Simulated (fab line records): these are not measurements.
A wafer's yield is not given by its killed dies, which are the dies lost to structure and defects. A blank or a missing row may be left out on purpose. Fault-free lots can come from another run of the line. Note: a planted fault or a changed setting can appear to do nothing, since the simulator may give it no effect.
Matching of chambers    flow n5-finfet    N5_SD_EPI_P_ETCH_37 on rie-diel-03 has 4 sister chambers
The step etches SOC in N2/H2, overetch 108 nm, time 486 s. 4 wafers are shown with their chamber, then 12 later ones without.

## WAFERS WITH THEIR CHAMBER
wafer   chamber  showerhead-plenum-p-Torr (Torr)
L088.1  1        2.60
L088.4  2        2.51
L089.4  0        2.43
L089.6  3        2.62

## WAFERS WITHOUT THEIR CHAMBER
wafer   showerhead-plenum-p-Torr (Torr)
L093.3  2.50
L093.4  2.43
L093.6  2.50
L095.3  2.61
L095.5  2.59
L095.6  2.43
L097.1  2.59
L097.2  2.50
L097.3  2.43
L097.4  2.43
L097.5  2.50
L097.6  2.59

## CHAMBER TAKEN BY EACH
wafer   from the rows above      in truth
L093.3  2                        2
L093.4  0                        0
L093.6  2                        2
L095.3  can't be placed: 1 or 3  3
L095.5  1                        1
L095.6  0                        0
L097.1  1                        1
L097.2  2                        2
L097.3  0                        0
L097.4  0                        0
L097.5  2                        2
L097.6  1                        1
Correctly placed: 11 of 12. Not placeable from these rows: 1 (in 1, the candidates include the true chamber). Wrongly placed: 0.
How it was worked out, from the rows above alone: a wafer's distance from a chamber is the root of the sum, over the readings, of the square of ((its reading less the chamber's mean) divided by the reading's scatter). If the next closest chamber is less than 2 further off than the closest, the wafer can't be placed; otherwise it belongs to the closest. For every chamber, the mean is computed from those of its wafers that are shown. The scatter: root of mean squared gap, hidden wafer to nearest shown wafer, with one shown wafer a chamber.
